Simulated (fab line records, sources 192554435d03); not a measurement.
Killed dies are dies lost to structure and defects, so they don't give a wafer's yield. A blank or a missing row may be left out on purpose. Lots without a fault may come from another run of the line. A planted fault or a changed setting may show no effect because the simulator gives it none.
Split-lot experiment | flow n5_finfet | 7 lots, 21 wafers read, on a route of 1938 steps

THE SPLIT
At N5_BEOL_M0_SAQP_ETCH_106 (etches SOC in N2/H2, stops on SiNx, target depth 150 nm), the setting target_depth_a was moved away from the recipe's 1500 angstrom on 6 of the 21 wafers read, by -5.9% to +11.1%. The other wafers ran this setting at the recipe's value.

The file shows no step between the split and the reading.

THE READING
SOC_of_BEOL_M0_SAQP_COAT_105.thk_nm (the simulator's own value, which no gauge read), in nm, at N5_BEOL_M0_SAQP_ETCH_107 (etches SiNx in CH3F/O2, target depth 30 nm). The file gives no usual value for it. The 15 wafers here that ran the recipe average 13.1 nm, standard deviation 2.1 nm.

wafer  | tool, chamber at the split | target_depth_a as run, angstrom | against the recipe | SOC_of_BEOL_M0_SAQP_COAT_105.thk_nm, nm | against lot-mates on the recipe
L074.1 | rie_diel-04, 0             | 1500                            | recipe             | 13.2                                    | -
L074.3 | rie_diel-04, 3             | 1500                            | recipe             | 12.6                                    | -
L074.5 | rie_diel-04, 2             | 1604                            | +6.9%              | 9.6                                     | -3.3
L078.3 | rie_diel-04, 1             | 1500                            | recipe             | 19.8                                    | -
L078.4 | rie_diel-04, 2             | 1666                            | +11.1%             | 6.4                                     | -13.4
L078.5 | rie_diel-04, 3             | 1666                            | +11.1%             | 5                                       | -14.8
L079.1 | rie_diel-04, 0             | 1500                            | recipe             | 13.4                                    | -
L079.5 | rie_diel-04, 0             | 1500                            | recipe             | 13.4                                    | -
L079.4 | rie_diel-04, 3             | 1500                            | recipe             | 13                                      | -
L086.3 | rie_diel-06, 0             | 1500                            | recipe             | 11                                      | -
L086.4 | rie_diel-06, 1             | 1412                            | -5.9%              | 15.6                                    | +3.6
L086.6 | rie_diel-06, 3             | 1500                            | recipe             | 13                                      | -
L090.1 | rie_diel-03, 3             | 1500                            | recipe             | 14                                      | -
L090.5 | rie_diel-03, 0             | 1500                            | recipe             | 9.2                                     | -
L090.6 | rie_diel-03, 3             | 1500                            | recipe             | 13.2                                    | -
L091.1 | rie_diel-06, 0             | 1556                            | +3.7%              | 9.8                                     | -3.4
L091.3 | rie_diel-06, 3             | 1500                            | recipe             | 13.2                                    | -
L091.5 | rie_diel-06, 3             | 1556                            | +3.7%              | 10                                      | -3.2
L094.1 | rie_diel-06, 3             | 1500                            | recipe             | 13.6                                    | -
L094.3 | rie_diel-06, 0             | 1500                            | recipe             | 12.4                                    | -
L094.6 | rie_diel-06, 0             | 1500                            | recipe             | 12                                      | -

THE FIT
A straight line over all 21 wafers: SOC_of_BEOL_M0_SAQP_COAT_105.thk_nm changes by -0.628 nm for each +1% of target_depth_a; r = -0.79; the points scatter about the line by 2 nm.
The same after taking each lot's own level away (the mean of its wafers on the recipe; 21 wafers): -1.06 nm for each +1%; r = -0.93; scatter 1.7 nm.
On that fit, the largest move of target_depth_a shifts the reading by 12 nm.
The lots' own levels span 12.00 to 19.80 nm, that is 3.7 times the standard deviation above.
So the lot-to-lot level blurs the effect unless lot-mates are compared.
Check: with one of the wafers moved furthest among these (+11.1%) left out of the fit, the line predicts -11.1 nm for it against its lot-mates. It came out at -13.4 nm against them.

OTHER SPLITS ON THESE WAFERS
These wafers also went through other splits before the reading. Each is held against what the fit with the lots' levels taken away leaves over:
other split on the same wafers        | wafers away from the commonest value | r with SOC_of_BEOL_M0_SAQP_COAT_105.thk_nm (lot level and that fit taken away)
N5_BEOL_M0_SAQP_SPACER1_ALD_98 temp_c | 9                                    | -0.21

THE WHOLE CHAIN: every reading that the file lists as answering this split, in the file's order
step                     | what it does                                            | reading                                                                              | change (the file's fit)               | r (the file's)
N5_BEOL_M0_SAQP_ETCH_106 | etches SOC in N2/H2, stops on SiNx, target depth 150 nm | SOC_of_BEOL_M0_SAQP_COAT_105.thk_nm (the simulator's own value, which no gauge read) | -0.959 nm for each +1% of the setting | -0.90
N5_BEOL_M0_SAQP_ETCH_107 | etches SiNx in CH3F/O2, target depth 30 nm              | SOC_of_BEOL_M0_SAQP_COAT_105.thk_nm (the simulator's own value, which no gauge read) | -0.97 nm for each +1% of the setting  | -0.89

THE FILE'S OWN FIT
SOC_of_BEOL_M0_SAQP_COAT_105.thk_nm changes by -0.97 nm for each +1% of target_depth_a, r = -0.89.
